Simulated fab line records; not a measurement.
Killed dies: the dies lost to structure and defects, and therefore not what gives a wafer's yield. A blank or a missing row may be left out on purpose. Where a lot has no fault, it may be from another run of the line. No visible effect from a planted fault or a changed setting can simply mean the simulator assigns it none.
fab line records	flow n5-finfet
record: lots: 4	wafers: 12	last-day: 17
route steps=1938 shown BEOL_M4@1099 BEOL_M5@1112 BEOL_M8@1370 PASSIVATION@1936
lots that met no fault: from a run of the same line without faults
start-h: the number of hours between the record's first day and the start of the first shown wafer of the lot	wait-h: hours elapsed since this lot's preceding step	" the same as in the row above	L1.1+2: several wafers, shown together as one row	- no value present, or no start provided	* or withheld: withheld	< > ~ a bound
route shown NAME@n: names a module that has steps shown in the file, with the first one's number in the route	usual: average and standard deviation across the fault-free wafers	same: alike in all rows	chamber/n: place in a boat	sites: readings site by site	_std_site: how widely they spread, as a standard deviation	_edge_site: inner sites' mean taken away from outer sites' mean	radius-mm: for every site, how far away it sits from the centre of the wafer	mask NAME#n: copy n	behind: the tool/chamber that last shaped the wafer	hold: what put the lot on hold/how long, in hours/how the hold closed	device: whichever transistor did not switch (one of n, p or np)	end of line: tests run on the same wafers once the route is complete	where a step has no rows: the recipe by itself	killed: dies that structure and defects cost at the first sort, which is not the same as the wafer's yield	map: a wafer's dies, marking killed ones x, the rest . and places with no die _
set.NAME: setting as actually run; set.NAME@STEP: the setting as run at that earlier step	model.NAME: the simulator's own value behind a step, which no gauge read
lots seen at some steps along the route; tables by step, rows by wafer
services: a tool's chamber out of use, with start hour (start-h, from the record's first day; less than 0 if before it), hours out, and reason
== steps ==
step: N5_BEOL_M4_ANNEAL_95
recipe: temp-c: 400	time-s: 240	ambient: vacuum
step: N5_BEOL_M4_SPUTTER_96
recipe: material: Cu	target-thk-a: 45	temp-c: -20	chamber-pressure-pa: 0.07	power-w: withheld	time-s: 8.29
step: N5_BEOL_M4_ECD_50
recipe: material: Cu	target-thk-a: 3000
step: N5_BEOL_M4_ANNEAL_51
recipe: temp-c: 225	time-s: 90	ambient: N2
step: N5_BEOL_M4_CMP_52
recipe: stop-on: SiOC	t-overpolish-s: 6.8	down-force-psi: 1	platen-rpm: 50	clearing-platen-down-force-psi: 1.5	clearing-platen-rpm: 50	post-cmp-clean: cu-alkaline	target-thk-nm: 40	clearing-platen-pad-velocity-m-s: 0.99484	pad-velocity-m-s: 0.99484
step: N5_BEOL_M4_PRE_CLEAN_60
recipe: gas: NH3/H2	time-s: 15	temp-c: *	rf-power-w: 300
step: N5_BEOL_M4_CO_CAP_55
recipe: material: Co	target-thk-a: 20	temp-c: 200	precursor: CCTBA/H2	pressure-torr: 30	time-s: 102.1
step: N5_BEOL_M4_PRE_CLEAN_56
recipe: gas: NH3	time-s: 15	temp-c: withheld	rf-power-w: 300
step: N5_BEOL_M4_DEP_57
recipe: material: SiCN	target-thk-a: 80	temp-c: withheld	precursor: 3MS/NH3	pressure-torr: 3	rf-w: 202	time-s: 14
step: N5_BEOL_M4_RC_MEAS_101
usual: DIBL_N: 35.9/1.8	DIBL_P: 36.2/2	IOFF_N: 0.16/0.031	IOFF_P: 0.22/0.041	ION_N: 676/11	ION_P: 465/8.5	SS_N: 71.4/0.64	SS_P: 73.2/0.7	VT_N: 250/3.5	VT_P: -250/3.9
lot.wafer	tool	chamber	start-h	wait-h	DIBL_N[mV/V]	DIBL_P[mV/V]	IOFF_N[nA/um]	IOFF_P[nA/um]	ION_N[uA/um]	ION_P[uA/um]	SS_N[mV/dec]	SS_P[mV/dec]	VT_N[mV]	VT_P[mV]
L188.2	prober-01	0	270.01	0.2	36.4	36.7	0.18	0.20	678	456	71.6	73.3	245	-249
L188.4	"	0	"	"	38.6	39.7	0.24	0.25	682	462	72.3	74.4	242	-249
L188.6	"	0	"	"	35.2	35.2	0.16	0.18	674	457	71.1	73.5	247	-254
L189.3	prober-02	0	284.97	0.3	36.9	37.2	0.17	0.24	692	480	70.4	74.2	248	-248
L189.4	"	0	"	"	37.2	38.5	0.16	0.27	672	471	70.6	74.6	249	-244
L189.5	"	0	"	"	38.0	38.1	0.18	0.27	676	472	71.4	73.8	246	-244
L192.3	prober-01	0	303.57	0.3	37.8	37.4	0.22	0.26	692	476	72.9	74.4	243	-246
L192.5	"	0	"	"	36.3	35.7	0.18	0.24	684	465	71.9	73.1	248	-249
L192.6	"	0	"	"	34.6	33.0	0.15	0.19	670	459	71.1	72.4	250	-251
L193.1	prober-02	0	308.65	0.0	38.0	38.0	0.19	0.25	691	473	71.6	73.5	245	-244
L193.4	"	0	"	"	37.1	37.1	0.17	0.24	687	476	72.0	73.5	245	-249
L193.6	"	0	"	"	39.0	39.6	0.22	0.29	698	482	72.2	74.0	244	-246
step: N5_BEOL_M5_ILD_DEP_00
recipe: material: SiCOH_lowk	target-thk-a: 1406.4	temp-c: 300	precursor: DEMS/porogen	pressure-torr: 5	rf-w: 500	time-s: 25.9
step: N5_BEOL_M5_CURE_79
recipe: temp-c: 385	time-s: 240	ambient: He/Ar	material: SiCOH_lowk
step: N5_BEOL_M5_PECVD_70
recipe: material: SiO2	target-thk-a: 160	temp-c: 400	precursor: TEOS/O2	pressure-torr: 5.5	rf-w: 450	teos-flow-sccm: 53.8	gas: O2	flow-sccm: 3000	time-s: 18
step: N5_BEOL_M5_HM_DEP_02
recipe: material: TiN	target-thk-a: 200	temp-c: 25	chamber-pressure-pa: 0.49996
step: N5_BEOL_M5_COAT_59
recipe: resist: SOC	temp-c: 250	time-s: 60	spin-rpm: 1500	resist-thk-nm: 60
step: N5_BEOL_M5_COAT_60
recipe: resist: SiARC	temp-c: 220	time-s: 60	spin-rpm: 1500	resist-thk-nm: 12
step: N5_BEOL_M5_COAT_71
recipe: resist: underlayer	temp-c: 205	time-s: 60	spin-rpm: 1500	resist-thk-nm: 5
step: N5_BEOL_M5_COAT_05
recipe: resist: CAR-EUV	spin-rpm: 1500	resist-thk-nm: 30
step: N5_BEOL_M5_EBR_07
recipe: solvent: PGMEA	ebr-width-mm: 1.5
step: N5_BEOL_M5_SOFTBAKE_06
recipe: temp-c: 110	time-s: 60	resist: CAR-EUV
step: N5_BEOL_M5_EXPOSE_08
recipe: mask-id: M5	na: 0.33	source-shape: annular	sigma-inner: 0.4	sigma-outer: 0.8	polarization: unpolarized	target-cd-nm: 28	dose-mj: 35.75
step: N5_BEOL_M5_PEB_09
recipe: peb-temp-c: 100	peb-time-s: 60	resist: CAR-EUV
step: N5_BEOL_M5_DEVELOP_10
recipe: develop-time-s: 30	developer: TMAH	resist: CAR-EUV	rinse-liquid: surfactant-rinse	dry: air-spin	dev-temp-c: 23
step: N5_BEOL_M5_DESCUM_16
recipe: chemistry: O2	time-s: 7	source-power-w: 50	bias-power-w: 20	pressure-mtorr: 20	rf-frequency-hz: 2.712e+07	temp-c: 40	resist: CAR-EUV	o2-flow-sccm: 225
step: N5_BEOL_M5_ETCH_72
recipe: chemistry: N2/H2	target: underlayer	target-depth-a: 65	mask-material: CAR-EUV	time-s: 5.2	ion-energy-ev: 200	pressure-mtorr: 30	source-w: 840	bias-w: 150	n2-flow-sccm: 200	h2-flow-sccm: 200	ends: cleared
step: N5_BEOL_M5_ETCH_61
recipe: chemistry: CF4	target: SiARC	target-depth-a: 156	mask-material: CAR-EUV	time-s: 26	ion-energy-ev: 80	pressure-mtorr: 40	source-w: 545	bias-w: 36	Ar_flow_sccm: 100	cf4-flow-sccm: 100	ends: cleared
step: N5_BEOL_M5_ETCH_62
recipe: chemistry: N2/H2	target: SOC	target-depth-a: 750	overetch-a: 150	mask-material: SiARC	temp-c: 40	time-s: 112.5	ion-energy-ev: 200	pressure-mtorr: 30	source-w: 840	bias-w: 150	n2-flow-sccm: 200	h2-flow-sccm: 200
step: N5_BEOL_M5_STRIP_63
recipe: chemistry: N2/H2	temp-c: 40	n2-flow-sccm: 200	h2-flow-sccm: 200	rf-frequency-hz: 6e+07
step: N5_BEOL_M5_STRIP_73
recipe: chemistry: N2/H2	temp-c: 40	n2-flow-sccm: 200	h2-flow-sccm: 200	rf-frequency-hz: 6e+07
step: N5_BEOL_M5_STRIP_64
recipe: chemistry: CF4	resist: SiARC	power-w: 300	bias-power-w: 75	pressure-mtorr: 50	cf4-flow-sccm: 150	rf-frequency-hz: 6e+07
step: N5_BEOL_M5_HM_OPEN_17
recipe: chemistry: Cl2/BCl3	target-depth-a: 200	overetch-a: 60	target: TiN	mask-material: SOC	ion-energy-ev: 150	pressure-mtorr: 10	icp-w: 1000	bias-w: 126	Cl2_flow_sccm: 53.25	bcl3-flow-sccm: 21.75	Ar_flow_sccm: 25
step: N5_BEOL_M5_STRIP_19
recipe: chemistry: O2	power-w: 400	temp-c: 40	pressure-mtorr: 30	rf-frequency-hz: 6e+07	bias-power-w: 0	overash-fraction: 0.2	o2-flow-sccm: 225
step: N5_BEOL_M5_COAT_65
recipe: resist: SOC	temp-c: 250	time-s: 60	spin-rpm: 1500	resist-thk-nm: 60
step: N5_BEOL_M5_COAT_66
recipe: resist: SiARC	temp-c: 220	time-s: 60	spin-rpm: 1500	resist-thk-nm: 12
step: N5_BEOL_M8_ETCH_65
recipe: chemistry: CF4	target: SiARC	target-depth-a: 156	mask-material: CAR-EUV	time-s: 26	ion-energy-ev: 80	pressure-mtorr: 40	source-w: 545	bias-w: 36	Ar_flow_sccm: 100	cf4-flow-sccm: 100	ends: cleared
usual: bias-w: 35.99/0.12	cf4-flow-sccm: 100.0/0.31	drypump-motor-current-A: 5.9/0.4	etch-rf-on-time-s: 25.7/0.62	oes-product-au: 0.70/0.094	rf-vpp-V: 183.7/1.2	showerhead-plenum-p-Torr: 2.12/0.061	throttle-valve-pct: 15.52/0.2
lot.wafer	tool	chamber	start-h	wait-h	bias-w	cf4-flow-sccm	drypump-motor-current-A	etch-rf-on-time-s	oes-product-au	rf-hours-counter-h	rf-vpp-V	showerhead-plenum-p-Torr	throttle-valve-pct	model.CAR-EUV_of_BEOL_M8_COAT_22.thk-nm
L188.2	rie-diel-05	1	305.92	0.0	-	-	-	-	-	-	-	-	-	20.4
L188.4	"	1	"	"	-	-	-	-	-	-	-	-	-	20.4
L188.6	"	0	"	"	-	-	-	-	-	-	-	-	-	20.4
L189.3	rie-diel-03	3	320.24	0.0	-	-	-	-	-	-	-	-	-	20.4
L189.4	"	0	"	"	-	-	-	-	-	-	-	-	-	20.4
L189.5	"	2	"	"	-	-	-	-	-	-	-	-	-	20.4
L192.3	rie-diel-03	2	341.01	0.0	36.10	99.9	5.5	24.9	0.79	45	181.8	2.09	15.32	11.2
L192.5	"	1	"	"	35.85	99.7	6.4	26.4	0.62	-	184.1	2.13	15.70	11
L192.6	"	0	"	"	36.04	99.8	6.3	25.9	0.77	-	183.1	2.09	15.45	11.2
L193.1	rie-diel-05	3	346.26	0.0	36.14	100.2	6.5	25.1	0.83	7	183.9	2.18	15.49	11
L193.4	"	1	"	"	36.00	99.7	5.1	25.0	0.80	23	184.6	2.17	15.51	11
L193.6	"	2	"	"	36.12	100.3	5.5	26.4	0.70	-	182.9	2.08	15.37	11.2
step: N5_BEOL_M8_ETCH_66
recipe: chemistry: N2/H2	target: SOC	target-depth-a: 800	overetch-a: 160	mask-material: SiARC	temp-c: 40	time-s: 120	ion-energy-ev: 200	pressure-mtorr: 30	source-w: 840	bias-w: 150	n2-flow-sccm: 200	h2-flow-sccm: 200
usual: bias-w: 150.1/0.49	chamber-pressure-mTorr: 29.997/0.03	drypump-motor-current-A: 5.9/0.4	oes-product-au: 0.63/0.079	rf-vpp-V: 523.0/2.2	showerhead-plenum-p-Torr: 2.51/0.077	throttle-valve-pct: 17.70/0.22
lot.wafer	tool	chamber	start-h	wait-h	bias-w	chamber-pressure-mTorr	drypump-motor-current-A	oes-product-au	rf-hours-counter-h	rf-vpp-V	showerhead-plenum-p-Torr	throttle-valve-pct
L188.2	rie-diel-05	1	305.95	0.0	150.5	29.976	5.2	0.37	4	525.9	2.60	17.64
L188.4	"	1	"	"	149.8	29.994	5.2	0.37	-	525.3	2.60	17.64
L188.6	"	0	"	"	151.1	29.948	5.8	0.35	-	525.3	2.59	17.24
L189.3	rie-diel-03	3	320.27	0.0	149.8	30.012	5.9	0.25	243	522.8	2.52	17.72
L189.4	"	0	"	"	149.1	29.992	6.3	0.34	-	522.2	2.49	17.53
L189.5	"	2	"	"	150.4	30.025	5.5	0.34	-	521.4	2.47	17.39
L192.3	rie-diel-03	2	341.04	0.0	149.7	30.024	5.5	0.68	45	522.9	2.47	17.45
L192.5	"	1	"	"	151.5	30.006	6.3	0.57	-	523.6	2.52	17.80
L192.6	"	0	"	"	149.8	30.048	6.3	0.69	-	522.0	2.48	17.59
L193.1	rie-diel-05	3	346.29	0.0	149.0	30.015	6.5	0.72	7	524.4	2.62	17.89
L193.4	"	1	"	"	151.1	30.042	5.2	0.70	23	524.3	2.59	17.71
L193.6	"	2	"	"	149.5	30.002	5.5	0.63	-	522.0	2.46	17.50
step: N5_PASSIVATION_PROBE_49
usual: defect-limited-yield: 91.3/1.3	killed_at_M0_to_M3: 35/9.3	killed_at_M4_up: 14/5.2	killed-at-contacts: 12/5.9	killed-at-front-end: 38/11	killed-at-other: 4/3.7	killed-dies: 103/15	killed-on-rim: 14/4	killed-open: 67/12	killed-short: 34/8	sort_bin_5_function: 5.1/0.88	sort_bin_6_memory: 3.3/0.65	sort-n-pass: 1077/15	sort-yield-pct: 91.3/1.3
same: gross-dies: 1180	killed-at-back-side: 0	sort_bin_4_leakage[%]: 0	sort_bin_8_speed[%]: 0
lot.wafer	tool	chamber	start-h	wait-h	defect-limited-yield[%]	killed_at_M0_to_M3	killed_at_M4_up	killed-at-contacts	killed-at-front-end	killed-at-other	killed-dies	killed-on-rim	killed-open	killed-short	sort_bin_5_function[%]	sort_bin_6_memory[%]	sort-n-pass	sort-yield-pct[%]
L188.2	prober-01	-	384.59	0.1	0	38	1102	10	27	3	1180	152	61	32	96.5	3.1	0	0
L188.4	prober-01	-	384.69	0.2	0	33	1090	18	38	1	1180	152	77	29	95.6	4.0	0	0
L188.6	prober-01	-	384.79	0.3	0	31	1077	17	50	5	1180	152	64	44	95.8	3.6	0	0
L189.3	prober-02	-	394.42	0.1	0	28	1100	8	39	5	1180	152	75	23	96.6	3.2	0	0
L189.4	prober-02	-	394.47	0.2	0	27	1091	10	44	8	1180	152	72	28	96.4	3.3	0	0
L189.5	prober-02	-	394.52	0.2	0	30	1079	14	54	3	1180	152	67	40	95.9	3.9	0	0
L193.1	prober-01	-	407.58	0.0	92.4	38	10	8	34	0	90	7	52	38	4.8	2.5	1090	92.4
L193.4	prober-01	-	407.73	0.2	91.7	34	12	5	42	5	98	14	55	43	4.4	3.3	1082	91.7
L193.6	prober-01	-	407.83	0.3	93.1	11	11	11	44	5	82	6	54	27	4.0	2.8	1098	93.1
L192.3	prober-02	-	414.57	0.1	92.6	20	12	16	39	0	87	8	63	24	3.7	3.5	1093	92.6
L192.5	prober-02	-	414.67	0.2	93.1	27	14	10	28	2	81	11	53	26	4.1	2.1	1099	93.1
L192.6	prober-02	-	414.72	0.3	91.2	29	11	14	50	0	104	14	73	31	4.7	4.0	1076	91.2
killed by level:class
L188.2 BEOL_M8:area-etch=1087 BEOL_M1:geometric-particle:open=10 BEOL_M0_SAQP:geometric-particle:short=8 MOL_CONTACT_COAG:geometric-particle:open=7 BEOL_M2:geometric-particle:open=5 BEOL_M4:geometric-particle:open=5 STARTING-WAFER:geometric-particle:open=5 FIN_SAQP:geometric-particle:short=4
L188.4 BEOL_M8:area-etch=1074 MOL_CONTACT_COAG:geometric-particle:open=14 STI_FIN_REVEAL:geometric-particle:open=10 BEOL_M7:geometric-particle:open=7 BEOL_M1:geometric-particle:open=6 STARTING-WAFER:geometric-particle:open=6 FIN_SAQP:geometric-particle:short=5 BEOL_M0_SAQP:geometric-particle:open=5
L188.6 BEOL_M8:area-etch=1072 FIN_SAQP:geometric-particle:open=15 FIN_SAQP:geometric-particle:short=15 MOL_CONTACT_COAG:geometric-particle:open=13 BEOL_M0_SAQP:geometric-particle:short=8 BEOL_M1:geometric-particle:open=8 BEOL_M0_SAQP:geometric-particle:open=6 GATE_CUT:geometric-particle:short=5
L189.3 BEOL_M8:area-etch=1081 STI_FIN_REVEAL:geometric-particle:open=13 BEOL_M2:geometric-particle:open=11 DUMMY_GATE:geometric-particle:open=9 BEOL_M4:geometric-particle:open=7 BEOL_M0:geometric-particle:open=7 MOL_CONTACT_COAG:geometric-particle:open=5 STI_FIN_REVEAL:geometric-particle:short=4
L189.4 BEOL_M8:area-etch=1075 DUMMY_GATE:geometric-particle:open=13 STI_FIN_REVEAL:geometric-particle:open=9 MOL_CONTACT_COAG:geometric-particle:open=8 BEOL_M2:geometric-particle:open=8 BEOL_M4:geometric-particle:open=5 FIN_SAQP:geometric-particle:open=4 DUMMY_GATE:geometric-particle:short=4
L189.5 BEOL_M8:area-etch=1071 STI_FIN_REVEAL:geometric-particle:open=11 MOL_CONTACT_COAG:geometric-particle:open=11 GATE_CUT:geometric-particle:short=9 DUMMY_GATE:geometric-particle:open=8 BEOL_M0_SAQP:geometric-particle:short=8 FIN_SAQP:geometric-particle:open=6 BEOL_M0_SAQP:geometric-particle:open=6
L193.1 FIN_SAQP:geometric-particle:short=12 FIN_SAQP:geometric-particle:open=10 BEOL_M0_SAQP:geometric-particle:open=8 BEOL_M0_SAQP:geometric-particle:short=8 BEOL_M3:geometric-particle:open=7 MOL_CONTACT_COAG:geometric-particle:open=5 BEOL_M1:geometric-particle:short=5 STI_FIN_REVEAL:geometric-particle:open=4
L193.4 FIN_SAQP:geometric-particle:short=15 BEOL_M3:geometric-particle:open=8 BEOL_M1:geometric-particle:open=8 FIN_SAQP:geometric-particle:open=6 BEOL_M0_SAQP:geometric-particle:short=5 BEOL_M4:geometric-particle:open=5 DUMMY_GATE:geometric-particle:open=3 GATE_CUT:geometric-particle:short=3
L193.6 FIN_SAQP:geometric-particle:open=11 FIN_SAQP:geometric-particle:short=10 MOL_CONTACT_COAG:geometric-particle:open=9 BEOL_M4:geometric-particle:open=7 STARTING-WAFER:geometric-particle:short=5 STI_FIN_REVEAL:geometric-particle:open=4 BEOL_M0:geometric-particle:open=4 GATE_CUT:geometric-particle:open=3
L192.3 FIN_SAQP:geometric-particle:short=11 MOL_CONTACT_COAG:geometric-particle:open=11 BEOL_M2:geometric-particle:open=8 STI_FIN_REVEAL:geometric-particle:open=6 FIN_SAQP:geometric-particle:open=5 DUMMY_GATE:geometric-particle:open=5 MOL_CONTACT_COAG:geometric-particle:short=5 BEOL_M3:geometric-particle:open=5
L192.5 STI_FIN_REVEAL:geometric-particle:open=9 BEOL_M0_SAQP:geometric-particle:open=8 MOL_CONTACT_COAG:geometric-particle:open=7 BEOL_M0_SAQP:geometric-particle:short=7 FIN_SAQP:geometric-particle:open=4 GATE_CUT:geometric-particle:short=4 BEOL_M2:geometric-particle:open=4 FIN_SAQP:geometric-particle:short=3
L192.6 MOL_CONTACT_COAG:geometric-particle:open=12 STI_FIN_REVEAL:geometric-particle:open=11 BEOL_M0_SAQP:geometric-particle:short=10 FIN_SAQP:geometric-particle:open=9 DUMMY_GATE:geometric-particle:open=7 FIN_SAQP:geometric-particle:short=6 BEOL_M0_SAQP:geometric-particle:open=6 BEOL_M3:geometric-particle:open=6
map L188.2 (x killed, . not)
_________________xxxxxxxxxxxx________________
______________xxxxxxxxxxxxxxxxxx_____________
___________xxxxxxxxxxxxxxxxxxxxxxxx__________
__________xxxxxxxxxxxxxxxxxxxxxxxxxx_________
________xxxxxxxxxxxxxxxxxxxxxxxxxxxxxx_______
_______xxxxxxxxxxxxxxxxxxxxxxxxxxxxxxxx______
______xxxxxxxxxxxxxxxxxxxxxxxxxxxxxxxxxx_____
_____xxxxxxxxxxxxxxxxxxxxxxxxxxxxxxxxxxxx____
____xxxxxxxxxxxxxxxxxxxxxxxxxxxxxxxxxxxxxx___
___xxxxxxxxxxxxxxxxxxxxxxxxxxxxxxxxxxxxxxxx__
___xxxxxxxxxxxxxxxxxxxxxxxxxxxxxxxxxxxxxxxx__
__xxxxxxxxxxxxxxxxxxxxxxxxxxxxxxxxxxxxxxxxxx_
__xxxxxxxxxxxxxxxxxxxxxxxxxxxxxxxxxxxxxxxxxx_
_xxxxxxxxxxxxxxxxxxxxxxxxxxxxxxxxxxxxxxxxxxxx
_xxxxxxxxxxxxxxxxxxxxxxxxxxxxxxxxxxxxxxxxxxxx
_xxxxxxxxxxxxxxxxxxxxxxxxxxxxxxxxxxxxxxxxxxxx
_xxxxxxxxxxxxxxxxxxxxxxxxxxxxxxxxxxxxxxxxxxxx
_xxxxxxxxxxxxxxxxxxxxxxxxxxxxxxxxxxxxxxxxxxxx
_xxxxxxxxxxxxxxxxxxxxxxxxxxxxxxxxxxxxxxxxxxxx
_xxxxxxxxxxxxxxxxxxxxxxxxxxxxxxxxxxxxxxxxxxxx
_xxxxxxxxxxxxxxxxxxxxxxxxxxxxxxxxxxxxxxxxxxxx
__xxxxxxxxxxxxxxxxxxxxxxxxxxxxxxxxxxxxxxxxxx_
__xxxxxxxxxxxxxxxxxxxxxxxxxxxxxxxxxxxxxxxxxx_
___xxxxxxxxxxxxxxxxxxxxxxxxxxxxxxxxxxxxxxxx__
___xxxxxxxxxxxxxxxxxxxxxxxxxxxxxxxxxxxxxxxx__
____xxxxxxxxxxxxxxxxxxxxxxxxxxxxxxxxxxxxxx___
_____xxxxxxxxxxxxxxxxxxxxxxxxxxxxxxxxxxxx____
______xxxxxxxxxxxxxxxxxxxxxxxxxxxxxxxxxx_____
_______xxxxxxxxxxxxxxxxxxxxxxxxxxxxxxxx______
________xxxxxxxxxxxxxxxxxxxxxxxxxxxxxx_______
__________xxxxxxxxxxxxxxxxxxxxxxxxxx_________
___________xxxxxxxxxxxxxxxxxxxxxxxx__________
______________xxxxxxxxxxxxxxxxxx_____________
_________________xxxxxxxxxxxx________________
map L189.3 (x killed, . not)
_________________xxxxxxxxxxxx________________
______________xxxxxxxxxxxxxxxxxx_____________
___________xxxxxxxxxxxxxxxxxxxxxxxx__________
__________xxxxxxxxxxxxxxxxxxxxxxxxxx_________
________xxxxxxxxxxxxxxxxxxxxxxxxxxxxxx_______
_______xxxxxxxxxxxxxxxxxxxxxxxxxxxxxxxx______
______xxxxxxxxxxxxxxxxxxxxxxxxxxxxxxxxxx_____
_____xxxxxxxxxxxxxxxxxxxxxxxxxxxxxxxxxxxx____
____xxxxxxxxxxxxxxxxxxxxxxxxxxxxxxxxxxxxxx___
___xxxxxxxxxxxxxxxxxxxxxxxxxxxxxxxxxxxxxxxx__
___xxxxxxxxxxxxxxxxxxxxxxxxxxxxxxxxxxxxxxxx__
__xxxxxxxxxxxxxxxxxxxxxxxxxxxxxxxxxxxxxxxxxx_
__xxxxxxxxxxxxxxxxxxxxxxxxxxxxxxxxxxxxxxxxxx_
_xxxxxxxxxxxxxxxxxxxxxxxxxxxxxxxxxxxxxxxxxxxx
_xxxxxxxxxxxxxxxxxxxxxxxxxxxxxxxxxxxxxxxxxxxx
_xxxxxxxxxxxxxxxxxxxxxxxxxxxxxxxxxxxxxxxxxxxx
_xxxxxxxxxxxxxxxxxxxxxxxxxxxxxxxxxxxxxxxxxxxx
_xxxxxxxxxxxxxxxxxxxxxxxxxxxxxxxxxxxxxxxxxxxx
_xxxxxxxxxxxxxxxxxxxxxxxxxxxxxxxxxxxxxxxxxxxx
_xxxxxxxxxxxxxxxxxxxxxxxxxxxxxxxxxxxxxxxxxxxx
_xxxxxxxxxxxxxxxxxxxxxxxxxxxxxxxxxxxxxxxxxxxx
__xxxxxxxxxxxxxxxxxxxxxxxxxxxxxxxxxxxxxxxxxx_
__xxxxxxxxxxxxxxxxxxxxxxxxxxxxxxxxxxxxxxxxxx_
___xxxxxxxxxxxxxxxxxxxxxxxxxxxxxxxxxxxxxxxx__
___xxxxxxxxxxxxxxxxxxxxxxxxxxxxxxxxxxxxxxxx__
____xxxxxxxxxxxxxxxxxxxxxxxxxxxxxxxxxxxxxx___
_____xxxxxxxxxxxxxxxxxxxxxxxxxxxxxxxxxxxx____
______xxxxxxxxxxxxxxxxxxxxxxxxxxxxxxxxxx_____
_______xxxxxxxxxxxxxxxxxxxxxxxxxxxxxxxx______
________xxxxxxxxxxxxxxxxxxxxxxxxxxxxxx_______
__________xxxxxxxxxxxxxxxxxxxxxxxxxx_________
___________xxxxxxxxxxxxxxxxxxxxxxxx__________
______________xxxxxxxxxxxxxxxxxx_____________
_________________xxxxxxxxxxxx________________
== services ==
tool	chamber	start-h	hours	kind
rie-diel-05	3	304.19	-	clean
rie-diel-05	3	304.19	-	consumable-replace:focus-ring
rie-diel-05	3	304.19	26.9	scheduled-down
rie-diel-05	3	304.19	26.9	vent-cycle
rie-diel-03	2	308.08	2.5	repair
rie-diel-03	3	308.34	5.9	repair
rie-diel-03	1	314.59	8.3	repair
rie-diel-05	2	335.38	4.5	repair
rie-diel-03	3	337.16	-	clean
rie-diel-03	3	337.16	-	consumable-replace:focus-ring
rie-diel-03	3	337.16	15.6	scheduled-down
rie-diel-03	3	337.16	15.6	vent-cycle
== key ==
first-sign: step: N5_BEOL_M8_ETCH_65	reading: tool-record	direction: missing
effect: step: N5_BEOL_M8_ETCH_66	reading: oes-product-au	direction: down	sigmas: 3.7	usual: 0.63	struck: 0.34
effect: step: N5_PASSIVATION_PROBE_49	reading: killed_at_M4_up	direction: up	sigmas: 99+	usual: 14	struck: 1090
model-effect: step: N5_BEOL_M8_ETCH_65	value: CAR-EUV_of_BEOL_M8_COAT_22.thk-nm	without: 11.13	struck: 20.4
more-kills-born-at: N5_BEOL_M8_ETCH_65@rie-diel-05: 3233	N5_BEOL_M8_ETCH_65@rie-diel-03: 3227
met-at N5_BEOL_M8_ETCH_65
struck-wafers L188.2,L188.4,L188.6,L189.3,L189.4,L189.5
later-rows-left-out L188.2,L188.4,L188.6,L189.3,L189.4,L189.5
fault: kind: skipped-step-whole	tool: rie-diel-03,rie-diel-05	chamber: -	onset-h: 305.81	steps: N5_BEOL_M8_ETCH_65	scope: struck-lots-only
later-rows-left-out: the simulator's readings of these wafers behind a module that went badly wrong aren't trusted and aren't shown, but for the sort
